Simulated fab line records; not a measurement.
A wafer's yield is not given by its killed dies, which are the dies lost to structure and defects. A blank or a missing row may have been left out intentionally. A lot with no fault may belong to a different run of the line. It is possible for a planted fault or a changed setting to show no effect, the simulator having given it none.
Matching of chambers | flow n5_finfet | N5_BEOL_M4_DESCUM_33 on rie_diel-02: 4 sister chambers
The step chemistry O2, time 7 s. 8 wafers are shown with their chamber, then 8 later ones without.

EACH WAFER AND ITS CHAMBER
wafer  | chamber | drypump_motor_current_A (A) | showerhead_plenum_p_Torr (Torr)
L081.2 | 1       | 5.3                         | 2.11
L081.4 | 0       | 5.4                         | 2.10
L080.1 | 0       | 5.4                         | 2.10
L080.2 | 2       | 6.5                         | 2.02
L086.1 | 3       | 5.5                         | 2.04
L086.2 | 1       | 5.4                         | 2.11
L086.3 | 2       | 6.6                         | 2.01
L087.1 | 3       | 5.5                         | 2.04

WAFERS MISSING THEIR CHAMBER
wafer  | drypump_motor_current_A (A) | showerhead_plenum_p_Torr (Torr)
L087.3 | 5.4                         | 2.10
L087.4 | 5.4                         | 2.11
L092.2 | 5.5                         | 2.04
L092.3 | 5.4                         | 2.10
L092.4 | 6.6                         | 2.01
L093.1 | 5.5                         | 2.04
L093.2 | 6.6                         | 2.01
L093.4 | 5.4                         | 2.10

THE CHAMBER EACH PASSED THROUGH
wafer  | from the rows above     | in truth
L087.3 | 0                       | 0
L087.4 | can't be placed: 1 or 0 | 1
L092.2 | 3                       | 3
L092.3 | 0                       | 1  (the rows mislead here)
L092.4 | 2                       | 2
L093.1 | 3                       | 3
L093.2 | 2                       | 2
L093.4 | 0                       | 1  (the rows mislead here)
Correct placement for 5 of the 8. Not placeable from these rows: 1 (in 1, the candidates include the true chamber). Placed wrongly: 2.
How it was worked out, from the rows above alone: a wafer's distance from a chamber is the root of the sum, over the readings, of the square of ((its reading less the chamber's mean) divided by the reading's scatter). If the next closest chamber is less than 2 further off than the closest, the wafer can't be placed; otherwise it belongs to the closest. Each chamber's mean is taken over the wafers shown for it. The scatter: the root of (the sum of the squares of (reading less its chamber's mean) over the shown wafers, divided by (wafers less chambers)).
